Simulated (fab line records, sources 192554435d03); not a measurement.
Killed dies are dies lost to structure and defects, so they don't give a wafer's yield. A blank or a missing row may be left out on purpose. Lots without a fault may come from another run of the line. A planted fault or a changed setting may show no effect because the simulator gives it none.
Chamber matching | flow n5_finfet | N5_BEOL_M12_DESCUM_15 on rie_diel-02: 4 sister chambers
The step chemistry O2, time 7.9 s. 4 wafers are shown with their chamber, then 8 later ones without.

WAFERS WITH THEIR CHAMBER
wafer  | chamber | showerhead_plenum_p_Torr (Torr)
L825.2 | 0       | 2.21
L834.5 | 2       | 2.04
L834.6 | 1       | 2.18
L836.1 | 3       | 2.15

WAFERS WITHOUT THEIR CHAMBER
wafer  | showerhead_plenum_p_Torr (Torr)
L836.2 | 2.18
L836.5 | 2.18
L842.2 | 2.18
L842.5 | 2.18
L842.6 | 2.19
L844.2 | 2.19
L844.4 | 2.19
L844.6 | 2.03

WHICH CHAMBER EACH WENT THROUGH
wafer  | from the rows above     | in truth
L836.2 | 1                       | 1
L836.5 | 1                       | 1
L842.2 | 1                       | 1
L842.5 | 1                       | 1
L842.6 | can't be placed: 1 or 0 | 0
L844.2 | can't be placed: 1 or 0 | 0
L844.4 | can't be placed: 1 or 0 | 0
L844.6 | 2                       | 2
Placed correctly: 5 of 8. Can't be placed from these rows: 3 (the true chamber is among the candidates in 3). Placed wrongly: 0.
How it was worked out, from the rows above alone: a wafer's distance from a chamber is the root of the sum, over the readings, of the square of ((its reading less the chamber's mean) divided by the reading's scatter). The wafer belongs to the nearest chamber; if the next one is less than 2 further off, it can't be placed. A chamber's mean is the mean of its shown wafers. The scatter: with one shown wafer a chamber, the root of the mean of the squares of how far each hidden wafer lies from its nearest shown one.
